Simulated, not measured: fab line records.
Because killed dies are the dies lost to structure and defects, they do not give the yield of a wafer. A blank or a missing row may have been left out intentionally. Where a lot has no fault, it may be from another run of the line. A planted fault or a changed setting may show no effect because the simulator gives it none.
8D (eight disciplines) problem report, filled in by code    flow n5Finfet    the parts of the form that need people (team, actions taken, sign-off) are left out

## 1. WHAT WENT WRONG
A mean of 519.2 W is read at N5_HKMG_FIN_STRIP_90 for powerW, taken on 1 wafer of 1 lot, against 500.1 W (standard deviation 1.4) on wafers free of any fault. That is +14 standard deviations from the usual mean.
The step: strips SOC in N2/H2, time 20 s.
Seen first at day 8 14:14 on rieDiel-03, wafer L766.1. The record holds 27 wafers of 9 lots with a number at this step. By rule, "out" or "out of limits" means more than 4 standard deviations away from the usual mean. The rest of the wafers with a number are treated as sound.

## 2. WHAT IT IS; WHAT IT IS NOT
question                     is                is not
which readings at this step  powerW            drypumpMotorCurrentA, oesProductAu, rfVppV, showerheadPlenumPTorr, throttleValvePct
which lots                   L766              L749, L755, L756, L759, L760, L764, L771, L772
which wafers of those lots   L766.1            L766.4, L766.6
read on which tools          rieDiel-03        rieDiel-04, rieDiel-06
when                         from day 8 14:14  up to then (20 sound wafers); but 6 sound wafers of L771, L772 came after

## 3. SUSPECTS, AND WHAT RULES EACH OUT
Counting: any tool at a process step up to the reading remains a suspect provided it ran every lot that is out. Sound lots after the first of them don't rule it out here, since some wafers of a struck lot are sound.
- rieDiel-06 at N5_HKMG_FIN_STRIP_92 (strips SOC in N2/H2, time 20 s): kept. It ran the lot that is out, L766 (day 8 12:14).
- rieDiel-03 at N5_HKMG_FIN_STRIP_90 (strips SOC in N2/H2, time 20 s): kept. It processed L766, the lot that is out, at day 8 14:14, and its most recent sound lot before then was L760 at day 7 03:24. Out on those wafers are its own readings of powerW.
- At N5_HKMG_FIN_STRIP_92, inside rieDiel-06: chamber 3 took the wafers that are out, while their sound lot-mates went through chambers 0, 2.
- At N5_HKMG_FIN_STRIP_90, inside rieDiel-03: chamber 1 took the wafers that are out, while their sound lot-mates went through chambers 0, 2.
Remaining after the count are rieDiel-06 at N5_HKMG_FIN_STRIP_92 and rieDiel-03 at N5_HKMG_FIN_STRIP_90.

## 4. THE CAUSE (what the simulator had put in)
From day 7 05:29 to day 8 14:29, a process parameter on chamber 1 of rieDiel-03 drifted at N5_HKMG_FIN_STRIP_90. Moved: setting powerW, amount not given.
Counting left 2 suspects, and this tool is among them.

## 5. THE EFFECT CHAIN, in route order
Each row: a reading where the mean over the struck wafers with a number is more than 3 standard deviations away from the usual. Only readings whose record carries a usual standard deviation are examined. hours: median over the lots of the time between each lot's start at the first step of this table that gives one and its start at this step. sigmas: the change, counted in usual standard deviations.
hours  step                     reading      usual    on struck wafers  change  sigmas
0      N5_HKMG_FIN_STRIP_90     powerW       500.1 W  519.2             +19.1   +14
226    N5_PASSIVATION_PROBE_49  killedShort  33       61                +28     +3.4
Here are the process steps it includes:
- N5_HKMG_FIN_STRIP_90: strips SOC in N2/H2, time 20 s.
- N5_PASSIVATION_PROBE_49
Later measuring or inspecting steps at which every struck wafer that the step has a row for has a number for every such reading, and none has moved that far: N5_BEOL_M4_RC_MEAS_101.

## 6. WHAT WOULD HAVE CAUGHT IT SOONER
First out-of-limits reading in this record: day 8 14:14, which is 33 hours after fault onset at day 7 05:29.
